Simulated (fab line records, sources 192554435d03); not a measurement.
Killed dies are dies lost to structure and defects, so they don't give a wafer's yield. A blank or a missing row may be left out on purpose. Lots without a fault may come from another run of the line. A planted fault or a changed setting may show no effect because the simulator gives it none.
fab line records | flow n5_finfet
record lots=7 wafers=20 last_day=17
route steps=1938 shown BEOL_M7@1289 PASSIVATION@1936
lots that met no fault: from a run of the same line without faults
start_h: hours from the record's first day to the start of the lot's first wafer shown | wait_h: hours since the lot's step before | " the same as in the row above | L1.1+2: a row that stands for several wafers | - no value, or no start given | * or withheld: withheld | < > ~ a bound
route shown NAME@n: a module of which the file shows steps, and the number in the route of the first | usual: mean/standard deviation of fault-free wafers | same: alike in all rows | chamber/n: place in a boat | sites: the reading at each site | _std_site: their standard deviation | _edge_site: outer sites' mean less inner sites' | radius_mm: how far each site lies from the wafer's centre | mask NAME#n: copy n | behind: the tool/chamber that last shaped the wafer | hold: why the lot was held/for how many hours/how that ended | device: the transistor (n, p or np) that didn't switch | end of line: the same wafers' tests at the end of the route | a step without rows: its recipe alone | killed: dies lost to structure and defects at the first sort, not the wafer's yield | map: a wafer's dies, x killed, . not, _ none there
set.NAME: the setting as run; set.NAME@STEP: as run at that earlier step | model.NAME: the simulator's own value behind a step, which no gauge read
lots at some steps of the route; a table a step, a row a wafer
services: from which hour (start_h, from the record's first day; less than 0 if before it) a tool's chamber was out of use, for how many hours, and why
## steps
# step N5_BEOL_M7_COAT_71
# recipe resist=underlayer temp_c=205 time_s=60 spin_rpm=1500 resist_thk_nm=5
# step N5_BEOL_M7_COAT_22
# recipe resist=CAR-EUV spin_rpm=1500 resist_thk_nm=30
# step N5_BEOL_M7_EBR_24
# recipe solvent=PGMEA ebr_width_mm=1.5
# step N5_BEOL_M7_SOFTBAKE_23
# recipe temp_c=110 time_s=60 resist=CAR-EUV
# step N5_BEOL_M7_EXPOSE_25
# recipe mask_id=V6 na=0.33 source_shape=annular sigma_inner=0.4 sigma_outer=0.8 polarization=unpolarized target_cd_nm=40 dose_mj=42.5
# step N5_BEOL_M7_PEB_26
# recipe peb_temp_c=100 peb_time_s=60 resist=CAR-EUV
# step N5_BEOL_M7_DEVELOP_27
# recipe develop_time_s=30 developer=TMAH resist=CAR-EUV rinse_liquid=surfactant_rinse dry=air_spin dev_temp_c=23
# step N5_BEOL_M7_CD_MEAS_28
# recipe target_cd_nm=40 landing_energy_ev=500 detector=se_inlens
# usual cd_nm=39.99/0.24
# columns lot.wafer tool chamber start_h wait_h cd_nm
L463.2 cd_sem-01 0 225.45 - 40.39
L463.3 " 0 " " 40.28
L463.6 " 0 " " 40.08
L464.2 cd_sem-02 0 230.07 - 39.92
L464.3 " 0 " " 40.27
L464.4 " 0 " " 39.67
L470.3 cd_sem-02 0 274.52 - 40.18
L470.4 " 0 " " 39.88
L472.1 cd_sem-02 0 289.22 - 39.64
L472.2 " 0 " " 40.02
L472.6 " 0 " " 39.78
L473.3 cd_sem-03 0 290.77 - 40.47
L473.4 " 0 " " 39.65
L473.6 " 0 " " 39.96
L477.1 cd_sem-03 0 320.43 - 39.83
L477.2 " 0 " " 39.80
L477.4 " 0 " " 40.05
L478.3 cd_sem-02 0 323.28 - 39.94
L478.4 " 0 " " 39.86
L478.6 " 0 " " 40.29
# step N5_BEOL_M7_OVL_MEAS_29
# recipe points_per_wafer=522
# usual V6_OVL=-0.1/0.88
# columns lot.wafer tool chamber start_h wait_h V6_OVL[nm]
L463.2 overlay-02 0 225.49 0.0 -0.7
L463.3 " 0 " " -0.4
L463.6 " 0 " " -0.8
L464.2 overlay-01 0 230.11 0.0 -0.2
L464.3 " 0 " " -0.3
L464.4 " 0 " " 0.1
L470.3 overlay-02 0 274.56 0.0 0.0
L470.4 " 0 " " -0.1
L472.1 overlay-02 0 289.25 0.0 -1.7
L472.2 " 0 " " 0.2
L472.6 " 0 " " -1.4
L473.3 overlay-01 0 290.81 0.0 0.3
L473.4 " 0 " " -1.5
L473.6 " 0 " " -1.0
L477.1 overlay-01 0 320.46 0.0 -1.2
L477.2 " 0 " " -0.7
L477.4 " 0 " " -0.2
L478.3 overlay-01 0 323.32 0.0 -0.4
L478.4 " 0 " " 0.5
L478.6 " 0 " " 0.7
# step N5_BEOL_M7_INSPECT_30
# recipe mode=adi inspect_instrument=brightfield
# usual raw_defect_count=443/110
# columns lot.wafer tool chamber start_h wait_h raw_defect_count
L463.2 defect_inspect-02 - 225.54 0.0 335
L463.3 " - " " 312
L463.6 " - " " 410
L464.2 defect_inspect-02 - 230.16 0.0 372
L464.3 " - " " 486
L464.4 " - " " 416
L470.3 defect_inspect-02 - 274.60 0.0 517
L470.4 " - " " 405
L472.1 defect_inspect-01 - 289.31 0.1 570
L472.2 " - " " 363
L472.6 " - " " 362
L473.3 defect_inspect-02 - 290.85 0.0 562
L473.4 " - " " 483
L473.6 " - " " 480
L477.1 defect_inspect-01 - 320.52 0.1 874
L477.2 " - " " 467
L477.4 " - " " 327
L478.3 defect_inspect-02 - 323.36 0.0 336
L478.4 " - " " 371
L478.6 " - " " 354
# step N5_BEOL_M7_DESCUM_33
# recipe chemistry=O2 time_s=7 source_power_w=50 bias_power_w=20 pressure_mtorr=20 rf_frequency_hz=2.712e+07 temp_c=40 resist=CAR-EUV o2_flow_sccm=225
# usual drypump_motor_current_A=5.9/0.53 oes_product_au=0.77/0.079 rf_fwd_power_W=49.41/0.21 rf_vpp_V=243.8/1.2 showerhead_plenum_p_Torr=2.13/0.064 temp_c=40.00/0.12 throttle_valve_pct=20.39/0.2
# columns lot.wafer tool chamber start_h wait_h drypump_motor_current_A oes_product_au rf_fwd_power_W rf_hours_counter_h rf_vpp_V showerhead_plenum_p_Torr temp_c throttle_valve_pct
L463.2 rie_diel-02 2 225.86 0.3 6.5 0.71 49.75 220 242.7 2.06 39.97 20.58
L463.3 " 1 " " 5.8 0.74 49.31 170 242.6 2.10 40.09 20.30
L463.6 " 3 " " 5.6 0.93 49.36 - 244.3 2.23 39.78 20.14
L464.2 rie_diel-03 1 230.20 0.0 6.1 0.73 49.17 183 244.2 2.15 39.83 20.41
L464.3 " 3 " " 5.9 0.71 49.59 193 244.2 2.17 40.09 20.70
L464.4 " 2 " " 4.8 0.88 49.59 26 242.8 2.03 39.90 20.09
L470.3 rie_diel-03 1 274.64 0.0 6.0 0.72 49.09 197 243.0 2.15 40.04 20.42
L470.4 " 0 " " 6.7 0.74 49.13 147 242.4 2.10 40.04 20.55
L472.1 rie_diel-03 0 289.34 0.0 6.7 0.73 49.68 153 244.4 2.10 39.89 20.58
L472.2 " 2 " " 4.8 0.83 49.40 47 240.7 2.03 39.89 20.11
L472.6 " 1 " " 6.1 0.71 49.32 - 244.0 2.15 40.02 20.43
L473.3 rie_diel-03 3 291.55 0.7 5.9 0.69 49.79 210 243.5 2.17 39.87 20.71
L473.4 " 0 " " 6.8 0.73 49.40 154 244.3 2.10 40.05 20.55
L473.6 " 3 " " 6.0 0.69 49.56 - 243.9 2.17 40.11 20.72
L477.1 rie_diel-01 3 320.57 0.0 6.3 0.71 49.66 232 244.9 2.08 40.11 20.53
L477.2 " 1 " " 5.9 0.82 49.29 90 242.7 2.23 39.96 20.44
L477.4 " 3 " " 6.3 0.71 49.62 - 242.1 2.08 39.94 20.54
L478.3 rie_diel-02 3 323.52 0.2 5.6 0.86 49.44 53 245.0 2.22 40.09 20.19
L478.4 " 1 " " 5.8 0.71 49.11 206 242.9 2.09 39.98 20.34
L478.6 " 1 " " 5.8 0.72 49.26 - 243.5 2.09 39.91 20.34
# step N5_BEOL_M7_ETCH_72
# recipe chemistry=N2/H2 target=underlayer target_depth_a=65 mask_material=CAR-EUV time_s=5.2 ion_energy_ev=200 pressure_mtorr=30 source_w=840 bias_w=150 n2_flow_sccm=200 h2_flow_sccm=200 ends=cleared
# usual drypump_motor_current_A=5.9/0.53 etch_rf_on_time_s=5.25/0.11 oes_product_au=0.66/0.069 rf_fwd_power_W=819.4/2.2 rf_vpp_V=525.1/2.4 showerhead_plenum_p_Torr=2.59/0.068 throttle_valve_pct=17.82/0.23
# columns lot.wafer tool chamber start_h wait_h drypump_motor_current_A etch_rf_on_time_s oes_product_au rf_fwd_power_W rf_hours_counter_h rf_vpp_V showerhead_plenum_p_Torr throttle_valve_pct
L463.2 rie_diel-02 2 225.89 0.0 6.4 5.44 0.58 820.7 220 522.7 2.54 18.22
L463.3 " 1 " " 5.8 5.28 0.63 813.2 170 520.9 2.53 17.64
L463.6 " 3 " " 5.5 5.27 0.80 818.9 - 529.4 2.72 17.52
L464.2 rie_diel-03 1 230.23 0.0 6.1 5.33 0.61 819.0 183 526.8 2.64 17.95
L464.3 " 3 " " 6.0 5.14 0.61 819.5 193 526.9 2.63 18.11
L464.4 " 2 " " 4.9 5.28 0.73 815.9 26 521.3 2.49 17.57
L470.3 rie_diel-03 1 274.67 0.0 6.1 5.35 0.60 818.9 197 527.1 2.63 17.97
L470.4 " 0 " " 6.8 5.34 0.62 822.2 147 524.8 2.55 18.08
L472.1 rie_diel-03 0 289.37 0.0 6.7 5.33 0.62 822.0 153 524.8 2.55 18.10
L472.2 " 2 " " 4.9 5.30 0.71 820.0 47 522.8 2.48 17.58
L472.6 " 1 " " 6.1 5.34 0.60 819.7 - 526.4 2.63 17.95
L473.3 rie_diel-03 3 291.59 0.0 5.9 5.23 0.59 816.2 210 527.3 2.63 18.14
L473.4 " 0 " " 6.8 5.36 0.62 820.7 154 524.5 2.55 18.07
L473.6 " 3 " " 6.0 5.20 0.60 816.3 - 528.0 2.63 18.12
L477.1 rie_diel-01 3 320.60 0.0 6.3 5.18 0.60 817.1 232 523.0 2.50 17.92
L477.2 " 1 " " 5.9 5.20 0.69 822.3 90 527.9 2.66 17.65
L477.4 " 3 " " 6.3 5.25 0.60 816.9 - 520.0 2.50 17.92
L478.3 rie_diel-02 3 323.55 0.0 5.6 5.31 0.74 820.8 53 528.5 2.70 17.56
L478.4 " 1 " " 5.8 5.23 0.61 821.2 206 522.0 2.52 17.67
L478.6 " 1 " " 5.7 5.28 0.61 822.3 - 523.8 2.52 17.69
# step N5_BEOL_M7_ETCH_65
# recipe chemistry=CF4 target=SiARC target_depth_a=156 mask_material=CAR-EUV time_s=26 ion_energy_ev=80 pressure_mtorr=40 source_w=545 bias_w=36 Ar_flow_sccm=100 cf4_flow_sccm=100 ends=cleared
# usual drypump_motor_current_A=5.9/0.53 etch_rf_on_time_s=26.1/0.54 oes_product_au=0.66/0.07 rf_fwd_power_W=532.6/2.3 rf_vpp_V=184.5/1.1 showerhead_plenum_p_Torr=2.18/0.056 throttle_valve_pct=15.60/0.19
# columns lot.wafer tool chamber start_h wait_h drypump_motor_current_A etch_rf_on_time_s oes_product_au rf_fwd_power_W rf_hours_counter_h rf_vpp_V showerhead_plenum_p_Torr throttle_valve_pct
L463.2 rie_diel-02 2 225.91 0.0 6.5 26.6 0.60 536.1 220 184.1 2.11 15.75
L463.3 " 1 " " 5.8 26.2 0.63 533.6 170 183.8 2.12 15.36
L463.6 " 3 " " 5.6 25.9 0.80 530.0 - 185.4 2.28 15.25
L464.2 rie_diel-03 1 230.25 0.0 6.1 26.3 0.62 533.4 183 184.0 2.24 15.83
L464.3 " 3 " " 5.9 26.0 0.60 536.5 193 184.4 2.20 15.79
L464.4 " 2 " " 4.9 26.2 0.74 535.8 26 183.5 2.11 15.45
L470.3 rie_diel-03 1 274.69 0.0 6.1 19.6 0.73 528.5 197 183.4 2.23 15.85
L470.4 " 0 " " 6.7 26.5 0.63 533.5 147 185.5 2.16 15.70
L472.1 rie_diel-03 0 289.39 0.0 6.7 26.5 0.63 531.9 153 183.5 2.16 15.72
L472.2 " 2 " " 4.9 26.3 0.72 531.9 47 182.2 2.10 15.47
L472.6 " 1 " " 6.1 19.3 0.73 531.8 - 186.4 2.23 15.89
L473.3 rie_diel-03 3 291.60 0.0 5.9 19.3 0.71 531.9 210 184.5 2.19 15.82
L473.4 " 0 " " 6.8 26.7 0.62 531.5 154 185.5 2.16 15.71
L473.6 " 3 " " 5.9 18.9 0.72 531.3 - 184.9 2.19 15.81
L477.1 rie_diel-01 3 320.62 0.0 6.3 25.9 0.60 534.8 232 184.4 2.12 15.78
L477.2 " 1 " " 5.9 25.7 0.70 532.4 90 184.5 2.26 15.54
L477.4 " 3 " " 6.4 25.9 0.60 536.4 - 184.7 2.12 15.79
L478.3 rie_diel-02 3 323.57 0.0 5.6 26.5 0.74 529.7 53 185.8 2.26 15.33
L478.4 " 1 " " 5.7 26.3 0.60 533.5 206 184.6 2.11 15.44
L478.6 " 1 " " 5.7 26.5 0.61 532.0 - 183.6 2.11 15.43
# step N5_BEOL_M7_ETCH_66
# recipe chemistry=N2/H2 target=SOC target_depth_a=800 overetch_a=160 mask_material=SiARC temp_c=40 time_s=120 ion_energy_ev=200 pressure_mtorr=30 source_w=840 bias_w=150 n2_flow_sccm=200 h2_flow_sccm=200
# usual drypump_motor_current_A=5.9/0.53 oes_product_au=0.59/0.059 rf_fwd_power_W=835.8/2.5 rf_vpp_V=525.2/1.9 showerhead_plenum_p_Torr=2.59/0.068 temp_c=39.98/0.13 throttle_valve_pct=17.78/0.23
# columns lot.wafer tool chamber start_h wait_h drypump_motor_current_A oes_product_au rf_fwd_power_W rf_hours_counter_h rf_vpp_V showerhead_plenum_p_Torr temp_c throttle_valve_pct
L463.2 rie_diel-02 2 225.94 0.0 6.5 0.55 837.0 220 524.2 2.54 39.97 18.19
L463.3 " 1 " " 5.7 0.57 832.2 170 524.9 2.53 39.96 17.59
L463.6 " 3 " " 5.6 0.72 841.3 - 528.4 2.72 39.72 17.47
L464.2 rie_diel-03 1 230.28 0.0 6.0 0.56 832.4 183 525.4 2.64 40.16 17.89
L464.3 " 3 " " 6.0 0.54 837.7 193 527.1 2.63 39.70 18.05
L464.4 " 2 " " 4.9 0.67 834.7 26 523.1 2.49 39.83 17.51
L470.3 rie_diel-03 1 274.72 0.0 6.1 0.55 832.5 197 525.4 2.63 40.05 17.92
L470.4 " 0 " " 6.8 0.57 832.6 147 523.6 2.55 39.89 18.03
L472.1 rie_diel-03 0 289.42 0.0 6.8 0.57 834.7 153 523.8 2.55 39.93 18.04
L472.2 " 2 " " 4.8 0.65 830.8 47 523.7 2.48 39.94 17.56
L472.6 " 1 " " 6.1 0.55 835.5 - 524.8 2.63 39.90 17.93
L473.3 rie_diel-03 3 291.63 0.0 6.0 0.53 837.2 210 525.1 2.63 39.95 18.09
L473.4 " 0 " " 6.7 0.57 835.3 154 523.8 2.55 40.14 18.05
L473.6 " 3 " " 5.9 0.53 837.2 - 525.9 2.63 39.94 18.08
L477.1 rie_diel-01 3 320.65 0.0 6.3 0.54 837.2 232 523.5 2.50 39.89 17.86
L477.2 " 1 " " 5.9 0.61 838.8 90 527.3 2.66 39.80 17.62
L477.4 " 3 " " 6.3 0.53 839.1 - 523.9 2.50 39.89 17.87
L478.3 rie_diel-02 3 323.60 0.0 5.6 0.67 837.7 53 526.8 2.70 40.05 17.53
L478.4 " 1 " " 5.7 0.55 835.7 206 523.6 2.52 40.14 17.65
L478.6 " 1 " " 5.8 0.55 834.1 - 522.4 2.52 40.08 17.66
# step N5_PASSIVATION_PROBE_49
# usual defect_limited_yield=91.3/1.5 killed_at_M0_to_M3=35/10 killed_at_M4_up=12/4.6 killed_at_contacts=13/6.6 killed_at_front_end=39/11 killed_at_other=4/3.4 killed_dies=103/17 killed_open=67/13 killed_short=35/8.2 sort_bin_5_function=5.1/0.94 sort_bin_6_memory=3.2/0.7 sort_n_pass=1077/17 sort_yield_pct=91.3/1.5
# same gross_dies=1180 killed_at_back_side=0 sort_bin_4_leakage[%]=0 sort_bin_8_speed[%]=0
# columns lot.wafer tool chamber start_h wait_h defect_limited_yield[%] killed_at_M0_to_M3 killed_at_M4_up killed_at_contacts killed_at_front_end killed_at_other killed_dies killed_open killed_short sort_bin_5_function[%] sort_bin_6_memory[%] sort_n_pass sort_yield_pct[%]
L470.3 prober-02 - 352.80 0.1 92.3 27 4 15 38 7 91 58 33 5.0 2.3 1089 92.3
L470.4 prober-02 - 352.85 0.2 91.7 37 10 11 32 8 98 59 39 5.3 2.5 1082 91.7
L473.4 prober-01 - 384.10 0.2 93.1 23 13 13 28 5 82 52 25 3.6 2.8 1098 93.1
# killed by level:class
L470.3 FIN_SAQP:geometric_particle:short=15 MOL_CONTACT_COAG:geometric_particle:open=14 FIN_SAQP:geometric_particle:open=9 BEOL_M2:geometric_particle:open=9 DUMMY_GATE:geometric_particle:open=6 BEOL_M0_SAQP:geometric_particle:short=5 MIM_TOP_ETCH:geometric_particle:open=4 BEOL_M2:geometric_particle:short=4
L470.4 MOL_CONTACT_COAG:geometric_particle:open=8 GATE_CUT:geometric_particle:short=7 BEOL_M3:geometric_particle:open=7 BEOL_M0_SAQP:geometric_particle:short=6 DUMMY_GATE:geometric_particle:open=5 GATE_CUT:geometric_particle:open=5 BEOL_M0_SAQP:geometric_particle:open=5 BEOL_M1:geometric_particle:short=5
L473.4 FIN_SAQP:geometric_particle:short=10 MOL_CONTACT_COAG:geometric_particle:open=10 BEOL_M4:geometric_particle:open=7 BEOL_M2:geometric_particle:open=5 BEOL_M1:geometric_particle:open=5 BEOL_M0_SAQP:geometric_particle:open=4 BEOL_M3:geometric_particle:open=4 HKMG_FIN:area_etch=4
## services
# columns tool chamber start_h hours kind
rie_diel-03 - 236.51 0.3 repair
rie_diel-02 2 244.08 21.0 repair
rie_diel-03 0 253.64 2.0 repair
rie_diel-02 0 254.95 14.4 repair
rie_diel-02 3 282.57 1.5 repair
rie_diel-03 3 285.32 6.0 repair
rie_diel-01 - 290.73 2.8 pm
rie_diel-01 2 293.58 40.7 repair
## key
first_sign step=N5_BEOL_M7_ETCH_65 reading=etch_rf_on_time_s direction=down sigmas=13 usual=* struck=*
effect none on later readings
met_at N5_BEOL_M7_ETCH_65
struck_wafers L470.3,L472.6,L473.3,L473.6
onset_between 230.25 274.69
fault kind=process_parameter_drift tool=rie_diel-03 chamber=- onset_h=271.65 steps=N5_BEOL_M7_ETCH_65 channel=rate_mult offset=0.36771 shape=step end_h=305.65 scope=struck_wafers_only
